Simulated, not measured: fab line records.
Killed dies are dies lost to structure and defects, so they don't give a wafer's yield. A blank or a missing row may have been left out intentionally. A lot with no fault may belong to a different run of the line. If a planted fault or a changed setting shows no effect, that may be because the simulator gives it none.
Comparing a struck lot with a sound one | flow n5 finfet | 16 out of 1938 route steps
Sound: these wafers, L645.2, L645.3, L645.5. Wafers L643.3, L643.4, L643.6 were the ones struck. Last of all comes the cause.
Per side, at each step with rows, come the tool, then ch with its chambers, and then its first start. Under that, the readings that differ: sound wafers | struck wafers | difference of the means | sigmas: that difference in standard deviations of wafers without a fault.
alike: readings with means less than 2 such deviations apart, plus words and numbers identical on both sides. not compared: withheld readings, readings lacking a value on some wafer, bounds such as >300 that could conceal the same value, and numbers that have no deviation in the record and whose values overlap.
Wherever a step has rows on one side only, a row that says differs or no value, or a row with sigmas, the two part there. Numbers that have no deviation but don't overlap get no sigmas and don't part them. A reading that every wafer of one side lacks parts them only if that side has two wafers or more.

N5_BEOL_M2_SPUTTER_86: material Cu, target thk 4.5 nm, time 8.29 s.
  sound on pvd sputter-01 at day 10 05:51; struck on pvd sputter-03 at day 10 03:06
  alike: throttle valve pct
N5_BEOL_M2_ANNEAL_87: time 240 s.
  sound on pvd sputter-01 at day 10 05:56; struck on pvd sputter-03 at day 10 03:11
  alike: heater power w
then, 1 step without rows for these wafers: N5_BEOL_M2_SPUTTER_88 (material Cu, target thk 4.5 nm, time 8.29 s).
N5_BEOL_M2_ANNEAL_89: time 240 s.
  sound on pvd sputter-01 at day 10 06:09; struck on pvd sputter-03 at day 10 03:24
  alike: heater power w
N5_BEOL_M2_SPUTTER_90: material Cu, target thk 4.5 nm, time 8.29 s.
  sound on pvd sputter-01 at day 10 06:17; struck on pvd sputter-03 at day 10 03:32
  alike: throttle valve pct
then, 5 steps without rows for these wafers: N5_BEOL_M2_ANNEAL_91 (time 240 s); N5_BEOL_M2_SPUTTER_92 (material Cu, target thk 4.5 nm, time 8.29 s); N5_BEOL_M2_ANNEAL_93 (time 240 s); N5_BEOL_M2_SPUTTER_94 (material Cu, target thk 4.5 nm, time 8.29 s); N5_BEOL_M2_ANNEAL_95 (time 240 s).
N5_BEOL_M2_SPUTTER_96: material Cu, target thk 4.5 nm, time 8.29 s.
  sound on pvd sputter-01 at day 10 06:57; struck on pvd sputter-03 at day 10 04:12
  alike: throttle valve pct
then, 1 step without rows for these wafers: N5_BEOL_M2_ECD_50 (material Cu, target thk 300 nm).
N5_BEOL_M2_ANNEAL_51: time 90 s.
  sound on rtp anneal-01 ch 0, day 10 07:17; struck on rtp anneal-02 ch 0, day 10 04:30
  reading          | sound             | struck            | difference | sigmas
  wafer_temp_C_max | 226.4 226.6 226.4 | 228.1 228.0 228.1 | +1.6       | +5
then, 1 step without rows for these wafers: N5_BEOL_M2_CMP_52 (polishes, stops on SiOC, t overpolish 6.8 s, target thk 40 nm).
N5_BEOL_M4_RC_MEAS_101:
  sound on prober-01 ch 0, day 11 15:26; struck on prober-02 ch 0, day 11 05:05
  reading       | sound       | struck      | difference | sigmas
  ION_N (uA/um) | 686 685 679 | 675 668 646 | -20        | -2
  alike: DIBL_N, DIBL_P, IOFF_N, IOFF_P, ION_P, SS_N, SS_P, VT_N, VT_P
-- here the record skips 5 days between the struck wafers' starts before and after, leaving off in module BEOL_M4 and picking up in module PASSIVATION (first step shown: number 1936 of the route) --
N5_PASSIVATION_PROBE_49:
  sound on prober-01 at day 15 20:45; struck on prober-02 at day 15 21:21
  alike: defect limited yield, killed_at_M0_to_M3, killed_at_M4_up, killed at contacts, killed at front end, killed at other, killed dies, killed open, killed short, sort_bin_5_function, sort_bin_6_memory, sort n pass, sort yield pct

== WHERE THEY PART ==
Last at N5_BEOL_M4_RC_MEAS_101 as far as this record goes, first at N5_BEOL_M2_ANNEAL_51. Later steps at which nothing parts them and some readings are alike: N5_PASSIVATION_PROBE_49.

WHY: the cause the simulator had injected
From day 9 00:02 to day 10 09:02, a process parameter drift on rtp anneal-02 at N5_BEOL_M2_ANNEAL_51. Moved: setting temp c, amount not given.
